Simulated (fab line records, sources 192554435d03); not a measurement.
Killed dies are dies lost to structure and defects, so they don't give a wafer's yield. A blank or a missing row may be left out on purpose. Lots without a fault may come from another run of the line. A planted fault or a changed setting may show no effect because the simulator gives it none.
Chamber matching | flow n5_finfet | N5_BEOL_M0_SAQP_DESCUM_19 on rie_diel-02: 4 sister chambers
The step chemistry O2, time 7.9 s. 4 wafers are shown with their chamber, then 7 later ones without.

WAFERS WITH THEIR CHAMBER
wafer  | chamber | drypump_motor_current_A (A)
L084.4 | 0       | 6.2
L085.2 | 3       | 5.2
L092.1 | 2       | 5.3
L092.2 | 1       | 6.6

WAFERS WITHOUT THEIR CHAMBER
wafer  | drypump_motor_current_A (A)
L092.6 | 5.2
L095.2 | 5.3
L095.5 | 5.3
L095.6 | 5.2
L097.2 | 5.3
L097.3 | 5.2
L097.6 | 6.5

WHICH CHAMBER EACH WENT THROUGH
wafer  | from the rows above | in truth
L092.6 | 3                   | 3
L095.2 | 2                   | 2
L095.5 | 2                   | 2
L095.6 | 3                   | 3
L097.2 | 2                   | 2
L097.3 | 3                   | 3
L097.6 | 1                   | 1
Placed correctly: 7 of 7. Can't be placed from these rows: 0. Placed wrongly: 0.
How it was worked out, from the rows above alone: a wafer's distance from a chamber is the root of the sum, over the readings, of the square of ((its reading less the chamber's mean) divided by the reading's scatter). The wafer belongs to the nearest chamber; if the next one is less than 2 further off, it can't be placed. A chamber's mean is the mean of its shown wafers. The scatter: with one shown wafer a chamber, the root of the mean of the squares of how far each hidden wafer lies from its nearest shown one.
